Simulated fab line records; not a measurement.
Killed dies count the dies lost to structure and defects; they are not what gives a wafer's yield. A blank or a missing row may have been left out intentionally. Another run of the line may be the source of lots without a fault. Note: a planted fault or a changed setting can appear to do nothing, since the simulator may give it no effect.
8D (eight disciplines) problem report, filled in by code ; flow n5-finfet ; the parts of the form that need people (team, actions taken, sign-off) are left out

== 1. PROBLEM STATEMENT ==
At N5_BEOL_M11_COAT_05, spin-speed-rpm averages 1318.7 rpm over 6 wafers from 2 lots, while fault-free wafers read 1499.9 rpm, standard deviation 1.1. That is -99 or more standard deviations from the usual mean.
The step: resist thk 90 nm.
First observed at day 13 15:46: wafer L452.2, on litho-track-03. Wafers with a number at this step in the record: 18, from 6 lots. The rule behind "out" and "out of limits": a value lying over 4 standard deviations away from the usual mean. The rest of the wafers with a number are treated as sound.

== 2. WHAT IT IS; WHAT IT IS NOT ==
question;is;is not
which readings at this step;spin-speed-rpm;-
which lots;L452, L453;L448, L451, L455, L469
which wafers of those lots;all that have a number;-
read on which tools;litho-track-03;litho-track-01
when;from day 13 15:46;"up to then (6 sound wafers); but 6 sound wafers of L455, L469 came after"

== 3. WHAT RULES OUT EACH SUSPECT ==
Counting: any tool at a process step up to the reading is kept as a suspect provided that every lot that is out went through it and no sound lot did after the first of them.
- pecvd-03 at N5_BEOL_M10_DEP_56 (deposits SiCN from 3MS/NH3, target thk 15 nm, time 26.5 s): ruled out as a lasting fault. Following L452 (day 13 14:37), the first lot on it that is out, the sound lots L469 were run on it.
- litho-track-03 at N5_BEOL_M11_COAT_05 (resist thk 90 nm): ruled out as a lasting fault. Following L452 (day 13 15:46), the first lot on it that is out, the sound lots L469 were run on it.
Left after counting: nothing in the record.

== 4. THE CAUSE (what the simulator had put in) ==
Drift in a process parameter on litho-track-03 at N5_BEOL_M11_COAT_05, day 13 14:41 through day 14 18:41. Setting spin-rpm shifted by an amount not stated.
Counting ruled it out, wrongly.

== 5. THE EFFECT CHAIN, in route order ==
Rows list readings where the struck wafers' mean (over those with a number) sits beyond 3 standard deviations from the usual. Only readings for which the record gives a usual standard deviation are gone through. hours: the time from each lot's start at the first step in this table that gives one to its start at this step, as a median over the lots. sigmas: the change in usual standard deviations.
hours;step;reading;usual;on struck wafers;change;sigmas
0;N5_BEOL_M11_COAT_05;spin-speed-rpm;1499.9 rpm;1318.7;-181.2;-99 or more
It contains these process steps:
- N5_BEOL_M11_COAT_05: resist thk 90 nm.
At these later measuring or inspecting steps, every struck wafer for which the step has a row has a number for every such reading, and none has moved that far: N5_BEOL_M11_CD_MEAS_11, N5_BEOL_M11_OVL_MEAS_12, N5_BEOL_M11_INSPECT_13.

== 6. WHAT WOULD HAVE CAUGHT IT SOONER ==
In this record the first reading out of limits was taken at day 13 15:46, 1 hour after the fault began at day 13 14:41.
